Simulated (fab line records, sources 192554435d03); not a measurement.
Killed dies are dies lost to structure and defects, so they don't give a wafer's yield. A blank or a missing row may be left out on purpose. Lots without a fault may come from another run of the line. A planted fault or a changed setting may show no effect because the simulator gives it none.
Chamber matching | flow n5_finfet | N5_BEOL_M6_STRIP_36 on rie_diel-04: 4 sister chambers
The step strips in N2/H2. 16 wafers are shown with their chamber, then 8 later ones without.

WAFERS WITH THEIR CHAMBER
wafer  | chamber | throttle_valve_pct (%) | showerhead_plenum_p_Torr (Torr) | oes_product_au (a.u.)
L074.1 | 2       | 23.9                   | 2.41                            | 0.70
L074.3 | 0       | 24.2                   | 2.54                            | 0.73
L074.6 | 0       | 24.2                   | 2.54                            | 0.73
L075.2 | 3       | 23.0                   | 2.70                            | 0.95
L075.4 | 0       | 24.2                   | 2.53                            | 0.73
L075.6 | 3       | 23.0                   | 2.70                            | 0.95
L082.3 | 1       | 23.5                   | 2.59                            | 0.86
L082.4 | 2       | 24.0                   | 2.40                            | 0.69
L082.6 | 1       | 23.5                   | 2.59                            | 0.87
L083.2 | 1       | 23.5                   | 2.59                            | 0.85
L083.4 | 1       | 23.5                   | 2.59                            | 0.85
L083.6 | 3       | 23.0                   | 2.70                            | 0.92
L088.1 | 2       | 24.0                   | 2.39                            | 0.68
L088.3 | 3       | 23.0                   | 2.69                            | 0.87
L088.6 | 2       | 24.0                   | 2.39                            | 0.67
L092.1 | 3       | 23.0                   | 2.69                            | 0.87

SIGNATURES (means of the wafers above)
reading                  | chamber 0 | chamber 1 | chamber 2 | chamber 3 | scatter within a chamber
throttle_valve_pct       | 24.200    | 23.500    | 23.975    | 23.000    | 0.025
showerhead_plenum_p_Torr | 2.5367    | 2.5900    | 2.3975    | 2.6960    | 0.0062
oes_product_au           | 0.7300    | 0.8575    | 0.6850    | 0.9120    | 0.0246
Rule: a wafer's distance from a chamber is the root of the sum, over the readings, of the square of ((its reading less the chamber's mean) divided by the reading's scatter). The wafer belongs to the nearest chamber; if the next one is less than 2 further off, it can't be placed. The scatter: the root of (the sum of the squares of (reading less its chamber's mean) over the shown wafers, divided by (wafers less chambers)).

WAFERS WITHOUT THEIR CHAMBER
wafer  | throttle_valve_pct (%) | showerhead_plenum_p_Torr (Torr) | oes_product_au (a.u.)
L092.2 | 23.5                   | 2.58                            | 0.82
L092.6 | 23.5                   | 2.58                            | 0.83
L094.1 | 23.5                   | 2.58                            | 0.82
L094.2 | 23.0                   | 2.68                            | 0.86
L094.5 | 23.0                   | 2.68                            | 0.86
L097.2 | 23.0                   | 2.68                            | 0.84
L097.3 | 23.7                   | 2.71                            | 0.98
L097.6 | 24.2                   | 2.51                            | 0.69

WHICH CHAMBER EACH WENT THROUGH
wafer  | from the rows above | in truth
L092.2 | 1                   | 1
L092.6 | 1                   | 1
L094.1 | 1                   | 1
L094.2 | 3                   | 3
L094.5 | 3                   | 3
L097.2 | 3                   | 3
L097.3 | 1                   | 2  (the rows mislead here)
L097.6 | 0                   | 0
Placed correctly: 7 of 8. Can't be placed from these rows: 0. Placed wrongly: 1.
